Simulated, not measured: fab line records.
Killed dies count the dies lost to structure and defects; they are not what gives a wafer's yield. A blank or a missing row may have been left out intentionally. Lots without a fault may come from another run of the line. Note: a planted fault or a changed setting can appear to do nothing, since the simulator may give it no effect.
Lot-split experiment :: flow n5-finfet :: route with 1938 steps; 7 lots, 21 wafers read

THE SPLIT ITSELF
At N5_BEOL_M3_COAT_22 (resist thk 30 nm), the setting spin-rpm was moved away from the recipe's 1500 rpm on 8 of the 21 wafers read, by -10.5% to +10.1%. The other wafers ran this setting at the recipe's value.

FROM THE SPLIT TO THE READING: what the file shows between them, 3 steps
- N5_BEOL_M3_EXPOSE_25: exposes mask V2, defocus 5 nm (also split here: dose-mj)
- N5_BEOL_M3_PEB_26: peb time 60 s
- N5_BEOL_M3_DEVELOP_27: develop time 30 s

THE READING
CAR-EUV_of_BEOL_M3_COAT_22.thk-nm (the simulator's own value, which no gauge read), in nm, at N5_BEOL_M3_DESCUM_33 (chemistry O2, time 7 s). The file gives no usual value for it. Across the 13 wafers here that went through the recipe, the average is 26.0 nm and the standard deviation 0.15 nm.

wafer: L079.2
tool, chamber at the split: litho-track-01, 0
spin-rpm as run, rpm: 1500
against the recipe: recipe
CAR-EUV_of_BEOL_M3_COAT_22.thk-nm, nm: 26
against lot-mates on the recipe: -

wafer: L079.3
tool, chamber at the split: litho-track-01, 0
spin-rpm as run, rpm: 1375
against the recipe: -8.3%
CAR-EUV_of_BEOL_M3_COAT_22.thk-nm, nm: 27.4
against lot-mates on the recipe: +1.4

wafer: L079.4
tool, chamber at the split: litho-track-01, 0
spin-rpm as run, rpm: 1375
against the recipe: -8.3%
CAR-EUV_of_BEOL_M3_COAT_22.thk-nm, nm: 27.4
against lot-mates on the recipe: +1.4

wafer: L084.2
tool, chamber at the split: litho-track-01, 0
spin-rpm as run, rpm: 1343
against the recipe: -10.5%
CAR-EUV_of_BEOL_M3_COAT_22.thk-nm, nm: 28
against lot-mates on the recipe: +2.0

wafer: L084.3
tool, chamber at the split: litho-track-01, 0
spin-rpm as run, rpm: 1343
against the recipe: -10.5%
CAR-EUV_of_BEOL_M3_COAT_22.thk-nm, nm: 27.8
against lot-mates on the recipe: +1.8

wafer: L084.5
tool, chamber at the split: litho-track-01, 0
spin-rpm as run, rpm: 1500
against the recipe: recipe
CAR-EUV_of_BEOL_M3_COAT_22.thk-nm, nm: 26
against lot-mates on the recipe: -

wafer: L089.3
tool, chamber at the split: litho-track-01, 0
spin-rpm as run, rpm: 1651
against the recipe: +10.1%
CAR-EUV_of_BEOL_M3_COAT_22.thk-nm, nm: 24.8
against lot-mates on the recipe: -1.5

wafer: L089.5
tool, chamber at the split: litho-track-01, 0
spin-rpm as run, rpm: 1500
against the recipe: recipe
CAR-EUV_of_BEOL_M3_COAT_22.thk-nm, nm: 26.4
against lot-mates on the recipe: -

wafer: L089.6
tool, chamber at the split: litho-track-01, 0
spin-rpm as run, rpm: 1500
against the recipe: recipe
CAR-EUV_of_BEOL_M3_COAT_22.thk-nm, nm: 26.2
against lot-mates on the recipe: -

wafer: L093.1
tool, chamber at the split: litho-track-04, 0
spin-rpm as run, rpm: 1500
against the recipe: recipe
CAR-EUV_of_BEOL_M3_COAT_22.thk-nm, nm: 25.8
against lot-mates on the recipe: -

wafer: L093.6
tool, chamber at the split: litho-track-04, 0
spin-rpm as run, rpm: 1500
against the recipe: recipe
CAR-EUV_of_BEOL_M3_COAT_22.thk-nm, nm: 25.8
against lot-mates on the recipe: -

wafer: L093.4
tool, chamber at the split: litho-track-04, 0
spin-rpm as run, rpm: 1500
against the recipe: recipe
CAR-EUV_of_BEOL_M3_COAT_22.thk-nm, nm: 26
against lot-mates on the recipe: -

wafer: L092.1
tool, chamber at the split: litho-track-01, 0
spin-rpm as run, rpm: 1599
against the recipe: +6.6%
CAR-EUV_of_BEOL_M3_COAT_22.thk-nm, nm: 25
against lot-mates on the recipe: -1.0

wafer: L092.2
tool, chamber at the split: litho-track-01, 0
spin-rpm as run, rpm: 1500
against the recipe: recipe
CAR-EUV_of_BEOL_M3_COAT_22.thk-nm, nm: 26
against lot-mates on the recipe: -

wafer: L092.5
tool, chamber at the split: litho-track-01, 0
spin-rpm as run, rpm: 1599
against the recipe: +6.6%
CAR-EUV_of_BEOL_M3_COAT_22.thk-nm, nm: 25.2
against lot-mates on the recipe: -0.8

wafer: L096.2
tool, chamber at the split: litho-track-05, 0
spin-rpm as run, rpm: 1500
against the recipe: recipe
CAR-EUV_of_BEOL_M3_COAT_22.thk-nm, nm: 26.2
against lot-mates on the recipe: -

wafer: L096.3
tool, chamber at the split: litho-track-05, 0
spin-rpm as run, rpm: 1500
against the recipe: recipe
CAR-EUV_of_BEOL_M3_COAT_22.thk-nm, nm: 26
against lot-mates on the recipe: -

wafer: L096.5
tool, chamber at the split: litho-track-05, 0
spin-rpm as run, rpm: 1557
against the recipe: +3.8%
CAR-EUV_of_BEOL_M3_COAT_22.thk-nm, nm: 25.6
against lot-mates on the recipe: -0.5

wafer: L097.1
tool, chamber at the split: litho-track-01, 0
spin-rpm as run, rpm: 1500
against the recipe: recipe
CAR-EUV_of_BEOL_M3_COAT_22.thk-nm, nm: 26
against lot-mates on the recipe: -

wafer: L097.4
tool, chamber at the split: litho-track-01, 0
spin-rpm as run, rpm: 1500
against the recipe: recipe
CAR-EUV_of_BEOL_M3_COAT_22.thk-nm, nm: 26
against lot-mates on the recipe: -

wafer: L097.6
tool, chamber at the split: litho-track-01, 0
spin-rpm as run, rpm: 1500
against the recipe: recipe
CAR-EUV_of_BEOL_M3_COAT_22.thk-nm, nm: 26
against lot-mates on the recipe: -

THE FIT
A straight line over all 21 wafers: CAR-EUV_of_BEOL_M3_COAT_22.thk-nm changes by -0.156 nm for each +1% of spin-rpm; r = -0.98; the points scatter about the line by 0.17 nm.
The same after taking each lot's own level away (the mean of its wafers on the recipe; 21 wafers): -0.163 nm for each +1%; r = -0.99; scatter 0.11 nm.
On that fit, the largest move of spin-rpm shifts the reading by 1.7 nm.
The span of the lots' own levels, 25.87 to 26.30 nm, comes to 2.8 times the standard deviation stated above.
The two slopes are in agreement: the lot-to-lot level therefore moves the slope only a little.
Check: for one of the wafers moved furthest among these (-10.5%), held out of the fit, the line's prediction against its lot-mates is +1.69 nm. Against them it came out at +2 nm.

OTHER SPLITS ON THESE WAFERS
These wafers also went through other splits before the reading. Each is held against what the fit with the lots' levels taken away leaves over:
other split on the same wafers: N5_BEOL_M2_COAT_62 spin-rpm
wafers away from the commonest value: 3
r with CAR-EUV_of_BEOL_M3_COAT_22.thk-nm (lot level and that fit taken away): +0.63

other split on the same wafers: N5_BEOL_M3_PECVD_72 temp-c
wafers away from the commonest value: 8
r with CAR-EUV_of_BEOL_M3_COAT_22.thk-nm (lot level and that fit taken away): -0.02

other split on the same wafers: N5_BEOL_M3_EXPOSE_25 dose-mj
wafers away from the commonest value: 7
r with CAR-EUV_of_BEOL_M3_COAT_22.thk-nm (lot level and that fit taken away): -0.29

THE WHOLE CHAIN: every reading that the file lists as answering this split, in the file's order
step: N5_BEOL_M3_COAT_22
what it does: resist thk 30 nm
reading: CAR-EUV_of_BEOL_M3_COAT_22.thk-nm (the simulator's own value, which no gauge read)
change (the file's fit): -0.151 nm for each +1% of the setting
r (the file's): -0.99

step: N5_BEOL_M3_DESCUM_33
what it does: chemistry O2, time 7 s
reading: CAR-EUV_of_BEOL_M3_COAT_22.thk-nm (the simulator's own value, which no gauge read)
change (the file's fit): -0.161 nm for each +1% of the setting
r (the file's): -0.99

THE FILE'S OWN FIT
CAR-EUV_of_BEOL_M3_COAT_22.thk-nm changes by -0.161 nm for each +1% of spin-rpm, r = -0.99.
